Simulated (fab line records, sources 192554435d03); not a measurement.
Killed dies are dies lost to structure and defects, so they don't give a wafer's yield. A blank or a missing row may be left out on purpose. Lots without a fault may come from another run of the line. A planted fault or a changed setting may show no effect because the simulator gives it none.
Chamber matching | flow n5_finfet | N5_HKMG_FIN_ALD_71 on ald_metal-04: 4 sister chambers
The step deposits TiN, target thk 1 nm, pulse time 1 s, purge time 3 s. 24 wafers are shown with their chamber, then 12 later ones without.

WAFERS WITH THEIR CHAMBER
wafer  | chamber | heater_power_w (W) | precursor_pulse_height_rel
L076.2 | 3       | 654                | 1.004
L076.3 | 0       | 788                | 0.999
L076.5 | 0       | 784                | 0.996
L077.1 | 0       | 794                | 1.004
L077.3 | 1       | 1046               | 0.969
L077.5 | 3       | 628                | 0.986
L079.3 | 3       | 656                | 0.971
L079.4 | 1       | 1043               | 1.015
L079.5 | 2       | 950                | 0.983
L081.2 | 2       | 961                | 1.011
L081.4 | 0       | 783                | 1.001
L081.6 | 2       | 945                | 1.043
L085.2 | 0       | 790                | 1.013
L085.3 | 3       | 659                | 1.007
L085.6 | 0       | 784                | 1.014
L086.2 | 1       | 1045               | 0.998
L086.5 | 0       | 804                | 1.007
L086.6 | 3       | 640                | 1.005
L089.3 | 3       | 635                | 0.985
L089.4 | 1       | 1011               | 0.985
L089.5 | 2       | 969                | 1.026
L091.1 | 0       | 800                | 0.968
L091.2 | 1       | 1064               | 1.010
L091.4 | 2       | 947                | 1.011

SIGNATURES (means of the wafers above)
reading                    | chamber 0 | chamber 1 | chamber 2 | chamber 3 | scatter within a chamber
heater_power_w             | 790.88    | 1041.80   | 954.40    | 645.33    | 12.5
precursor_pulse_height_rel | 1.00025   | 0.99540   | 1.01480   | 0.99300   | 0.0172
Rule: a wafer's distance from a chamber is the root of the sum, over the readings, of the square of ((its reading less the chamber's mean) divided by the reading's scatter). The wafer belongs to the nearest chamber; if the next one is less than 2 further off, it can't be placed. The scatter: the root of (the sum of the squares of (reading less its chamber's mean) over the shown wafers, divided by (wafers less chambers)).

WAFERS WITHOUT THEIR CHAMBER
wafer  | heater_power_w (W) | precursor_pulse_height_rel
L092.3 | 1036               | 1.020
L092.5 | 1101               | 1.009
L092.6 | 785                | 0.999
L093.1 | 639                | 1.016
L093.3 | 1062               | 1.040
L093.4 | 962                | 0.975
L094.1 | 961                | 1.013
L094.3 | 1059               | 1.036
L094.4 | 789                | 0.979
L095.2 | 1057               | 1.004
L095.3 | 944                | 1.026
L095.4 | 653                | 1.012

WHICH CHAMBER EACH WENT THROUGH
wafer  | from the rows above | in truth
L092.3 | 1                   | 1
L092.5 | 1                   | 1
L092.6 | 0                   | 0
L093.1 | 3                   | 3
L093.3 | 1                   | 1
L093.4 | 2                   | 2
L094.1 | 2                   | 2
L094.3 | 1                   | 1
L094.4 | 0                   | 0
L095.2 | 1                   | 1
L095.3 | 2                   | 2
L095.4 | 3                   | 3
Placed correctly: 12 of 12. Can't be placed from these rows: 0. Placed wrongly: 0.
